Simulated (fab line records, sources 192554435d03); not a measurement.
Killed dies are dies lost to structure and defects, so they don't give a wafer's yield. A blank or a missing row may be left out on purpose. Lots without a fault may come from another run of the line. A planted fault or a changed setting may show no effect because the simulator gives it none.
Which tool did it? | flow n5_finfet | 10 lots, 30 wafers sampled, at 5 steps of a route of 1938

WHAT THE GAUGES READ, wafer by wafer
The record holds no reading of a measuring or inspecting step that can be judged against a usual standard deviation.

WHICH TOOL RAN EACH LOT (tool, then ch and the chambers of the sampled wafers, then the start)
lot  | N5_HKMG_FIN_ALD_21                  | N5_PASSIVATION_VIA_ETCH_13         | N5_PASSIVATION_ETCH_15                        | N5_PASSIVATION_PECVD_35         | N5_PASSIVATION_PROBE_49
L662 | ald_metal-03 ch 2,3, day 4 15:00    | rie_diel-01 ch 0,2,3, day 13 01:53 | rie_diel-01 ch 0,2,3, day 13 05:16 or earlier | pecvd-01 ch 0,1, day 13 05:16   | -
L664 | ald_metal-02 ch 1,2,3, day 5 01:06  | rie_diel-01 ch 0,2,3, day 14 16:58 | rie_diel-01 ch 0,2,3, day 14 19:46 or earlier | pecvd-03 ch 0,1, day 14 19:46   | -
L668 | ald_metal-02 ch 0,3, day 5 23:23    | rie_diel-02 ch 2,3, day 15 20:34   | rie_diel-02 ch 2,3, day 15 23:17 or earlier   | pecvd-02 ch 0,2, day 15 23:17   | prober-02, day 16 03:07
L669 | ald_metal-03 ch 0,1,3, day 6 07:29  | rie_diel-02 ch 0,2,3, day 15 12:51 | rie_diel-02 ch 0,2,3, day 15 15:59 or earlier | pecvd-03 ch 1,2, day 15 15:59   | prober-01, day 15 19:32
L670 | ald_metal-02 ch 0,1,3, day 6 12:26  | rie_diel-02 ch 1,2, day 16 09:50   | rie_diel-02 ch 1,2, day 16 12:41 or earlier   | pecvd-02 ch 0,2, day 16 12:41   | prober-01, day 16 17:11
L671 | ald_metal-02 ch 0,1,3, day 6 19:15  | rie_diel-01 ch 0,1,2, day 15 20:52 | rie_diel-01 ch 0,1,2, day 16 00:04 or earlier | pecvd-01 ch 0,1,2, day 16 00:04 | prober-02, day 16 04:34
L674 | ald_metal-03 ch 0,1,3, day 7 12:04  | rie_diel-02 ch 0,2,3, day 16 09:06 | rie_diel-02 ch 0,2,3, day 16 12:35 or earlier | pecvd-01 ch 0,1,2, day 16 12:35 | -
L682 | ald_metal-03 ch 2,3, day 9 10:58    | rie_diel-01 ch 0,2, day 18 18:12   | rie_diel-01 ch 0,2, day 18 20:58 or earlier   | pecvd-02 ch 0,1, day 18 20:58   | -
L683 | ald_metal-02 ch 0,1,2, day 9 21:35  | rie_diel-01 ch 0,2, day 19 03:22   | rie_diel-01 ch 0,2, day 19 06:37 or earlier   | pecvd-02 ch 0,1, day 19 06:37   | -
L684 | ald_metal-02 ch 0,2,3, day 10 00:18 | rie_diel-01 ch 2,3, day 19 14:22   | rie_diel-01 ch 2,3, day 19 17:16 or earlier   | pecvd-03 ch 1,2, day 19 17:16   | -
- N5_HKMG_FIN_ALD_21: deposits TiN, target thk 1.5 nm, pulse time 1 s, purge time 3 s.
- N5_PASSIVATION_VIA_ETCH_13: etches SiO2 in CHF3/O2, target depth 660 nm, time 330 s.
- N5_PASSIVATION_ETCH_15: etches SiCN in CF4/N2, target depth 75 nm, time 81.2 s.
- N5_PASSIVATION_PECVD_35: deposits SiNx from SiH4/NH3/N2, target thk 700 nm, time 151.3 s.
- N5_PASSIVATION_PROBE_49

WHAT THE TOOLS THEMSELVES READ (means of the sampled wafers that have a number; where no wafer has one, the mark that the record gives instead)
N5_HKMG_FIN_ALD_21. Usual: heater_power_w 873 W, standard deviation 96; precursor_pulse_height_rel 1.002, standard deviation 0.021.
lot  | tool         | heater_power_w (W) | precursor_pulse_height_rel | flag
L662 | ald_metal-03 | 996                | 1.000                      |
L664 | ald_metal-02 | 847                | 0.991                      |
L668 | ald_metal-02 | 876                | 1.008                      |
L669 | ald_metal-03 | 873                | 1.006                      |
L670 | ald_metal-02 | 852                | 0.995                      |
L671 | ald_metal-02 | 859                | 1.001                      |
L674 | ald_metal-03 | 861                | 0.988                      |
L682 | ald_metal-03 | 954                | 1.006                      |
L683 | ald_metal-02 | 798                | 0.986                      |
L684 | ald_metal-02 | 887                | 0.990                      |

N5_PASSIVATION_VIA_ETCH_13. Usual: O2_flow_sccm 5.001 sccm, standard deviation 0.014; drypump_motor_current_A 5.79 A, standard deviation 0.23; etch_rf_on_time_s 234 s, standard deviation 5.6; oes_product_au 0.72 a.u., standard deviation 0.083; rf_fwd_power_W 648.1 W, standard deviation 2.1; rf_vpp_V 520 V, standard deviation 7.4; showerhead_plenum_p_Torr 2.40 Torr, standard deviation 0.062; throttle_valve_pct 18.89 %, standard deviation 0.25.
lot  | tool        | O2_flow_sccm (sccm) | drypump_motor_current_A (A) | etch_rf_on_time_s (s) | oes_product_au (a.u.) | rf_fwd_power_W (W) | rf_vpp_V (V) | showerhead_plenum_p_Torr (Torr) | throttle_valve_pct (%) | flag
L662 | rie_diel-01 | 5.006               | 5.61                        | 232                   | 0.72                  | 648.2              | 522          | 2.38                            | 18.72                  |
L664 | rie_diel-01 | 5.007               | 5.61                        | 236                   | 0.72                  | 649.3              | 523          | 2.38                            | 18.74                  |
L668 | rie_diel-02 | 5.004               | 5.69                        | 235                   | 0.75                  | 651.0              | 524          | 2.47                            | 18.99                  |
L669 | rie_diel-02 | 5.000               | 5.69                        | 237                   | 0.68                  | 648.3              | 524          | 2.41                            | 19.04                  |
L670 | rie_diel-02 | 5.000               | 6.04                        | 232                   | 0.63                  | 649.1              | 531          | 2.49                            | 19.07                  |
L671 | rie_diel-01 | 4.989               | 5.85                        | 239                   | 0.71                  | 646.5              | 522          | 2.41                            | 18.97                  |
L674 | rie_diel-02 | 5.009               | 5.70                        | 238                   | 0.68                  | 648.4              | 523          | 2.41                            | 19.06                  |
L682 | rie_diel-01 | 5.026               | 5.63                        | 230                   | 0.74                  | 644.0              | 525          | 2.36                            | 18.81                  |
L683 | rie_diel-01 | 5.008               | 5.64                        | 231                   | 0.73                  | 647.1              | 525          | 2.36                            | 18.80                  |
L684 | rie_diel-01 | 5.001               | 5.58                        | 230                   | 0.80                  | 646.9              | 523          | 2.35                            | 18.56                  |

N5_PASSIVATION_ETCH_15. Usual: drypump_motor_current_A 5.79 A, standard deviation 0.23; oes_product_au 0.79 a.u., standard deviation 0.095; rf_fwd_power_W 428.3 W, standard deviation 1.5; rf_vpp_V 382.0 V, standard deviation 1.5; showerhead_plenum_p_Torr 2.19 Torr, standard deviation 0.056; throttle_valve_pct 15.44 %, standard deviation 0.26.
lot  | tool        | drypump_motor_current_A (A) | oes_product_au (a.u.) | rf_fwd_power_W (W) | rf_vpp_V (V) | showerhead_plenum_p_Torr (Torr) | throttle_valve_pct (%) | flag
L662 | rie_diel-01 | 5.61                        | 0.80                  | 428.6              | 381.8        | 2.18                            | 15.27                  |
L664 | rie_diel-01 | 5.61                        | 0.79                  | 429.2              | 382.2        | 2.18                            | 15.29                  |
L668 | rie_diel-02 | 5.71                        | 0.83                  | 430.2              | 383.0        | 2.26                            | 15.50                  |
L669 | rie_diel-02 | 5.70                        | 0.76                  | 428.1              | 382.5        | 2.20                            | 15.58                  |
L670 | rie_diel-02 | 6.03                        | 0.69                  | 429.5              | 383.8        | 2.28                            | 15.67                  |
L671 | rie_diel-01 | 5.86                        | 0.79                  | 428.2              | 381.9        | 2.21                            | 15.52                  |
L674 | rie_diel-02 | 5.69                        | 0.75                  | 428.6              | 381.7        | 2.20                            | 15.59                  |
L682 | rie_diel-01 | 5.64                        | 0.81                  | 428.0              | 382.0        | 2.16                            | 15.34                  |
L683 | rie_diel-01 | 5.61                        | 0.81                  | 427.7              | 381.2        | 2.16                            | 15.34                  |
L684 | rie_diel-01 | 5.56                        | 0.89                  | 427.8              | 380.9        | 2.15                            | 15.08                  |

N5_PASSIVATION_PECVD_35. Usual: heater_power_w 401 W, standard deviation 82; rf_fwd_power_W 1400 W, standard deviation 4.1; showerhead_plenum_p_Torr 8.69 Torr, standard deviation 0.084; throttle_valve_pct 29.4 %, standard deviation 1.3.
lot  | tool     | heater_power_w (W) | rf_fwd_power_W (W) | showerhead_plenum_p_Torr (Torr) | throttle_valve_pct (%) | flag
L662 | pecvd-01 | 297                | 1402               | 8.63                            | 29.8                   |
L664 | pecvd-03 | 353                | 1403               | 8.72                            | 31.2                   |
L668 | pecvd-02 | 405                | 1397               | 8.71                            | 29.3                   |
L669 | pecvd-03 | 415                | 1397               | 8.67                            | 28.0                   |
L670 | pecvd-02 | 444                | 1399               | 8.77                            | 29.1                   |
L671 | pecvd-01 | 354                | 1400               | 8.60                            | 29.5                   |
L674 | pecvd-01 | 395                | 1400               | 8.62                            | 29.5                   |
L682 | pecvd-02 | 507                | 1401               | 8.76                            | 27.5                   |
L683 | pecvd-02 | 456                | 1403               | 8.76                            | 27.6                   |
L684 | pecvd-03 | 415                | 1406               | 8.69                            | 28.0                   |

N5_PASSIVATION_PROBE_49. Usual: defect_limited_yield 91.0 %, standard deviation 1.4; killed_at_M0_to_M3 36, standard deviation 10; killed_at_M4_up 15, standard deviation 5; killed_at_contacts 12, standard deviation 6.1; killed_at_front_end 40, standard deviation 13; killed_at_other 3.8, standard deviation 2.9; killed_dies 106, standard deviation 16; killed_on_rim 14, standard deviation 4.1; killed_open 68, standard deviation 12; killed_short 35, standard deviation 8.2; sort_bin_5_function 5.2 %, standard deviation 0.9; sort_bin_6_memory 3.4 %, standard deviation 0.71; sort_n_pass 1073, standard deviation 17; sort_yield_pct 91.0 %, standard deviation 1.5.
lot  | tool      | defect_limited_yield (%) | killed_at_M0_to_M3 | killed_at_M4_up | killed_at_contacts | killed_at_front_end | killed_at_other | killed_dies | killed_on_rim | killed_open | killed_short | sort_bin_5_function (%) | sort_bin_6_memory (%) | sort_n_pass | sort_yield_pct (%) | flag
L668 | prober-02 | 87.7                     | 31                 | 24              | 13                 | 74                  | 2.7             | 145         | 26            | 73          | 30           | 7.1                     | 3.8                   | 1035        | 87.7               |
L669 | prober-01 | 91.2                     | 31                 | 12              | 19                 | 42                  | 0.3             | 104         | 14            | 69          | 31           | 5.0                     | 3.5                   | 1076        | 91.2               |
L670 | prober-01 | 90.3                     | 29                 | 14              | 16                 | 54                  | 1.7             | 114         | 16            | 65          | 26           | 5.0                     | 3.5                   | 1066        | 90.3               |
L671 | prober-02 | 90.6                     | 35                 | 15              | 14                 | 45                  | 2.3             | 111         | 20            | 60          | 30           | 5.5                     | 2.9                   | 1069        | 90.6               |

THE ANSWER, worked out from the rows above alone
Rule: a lot is off if the mean of its wafers that have a number lies more than 3 standard deviations from the usual mean. A lot without any number at a reading at which 4 lots or more have one is off too. The other lots that the step has rows for count as sound. The gauges are gone through in route order, then the tools' own readings, and for those a lot's mean is taken as printed above. The first step at which some lot is off is used, and at that step the reading that is off furthest; a lot without a number counts as furthest.
No lot is off at any reading shown: from this, nothing can be told.

WHAT THE SIMULATOR HAD PUT IN
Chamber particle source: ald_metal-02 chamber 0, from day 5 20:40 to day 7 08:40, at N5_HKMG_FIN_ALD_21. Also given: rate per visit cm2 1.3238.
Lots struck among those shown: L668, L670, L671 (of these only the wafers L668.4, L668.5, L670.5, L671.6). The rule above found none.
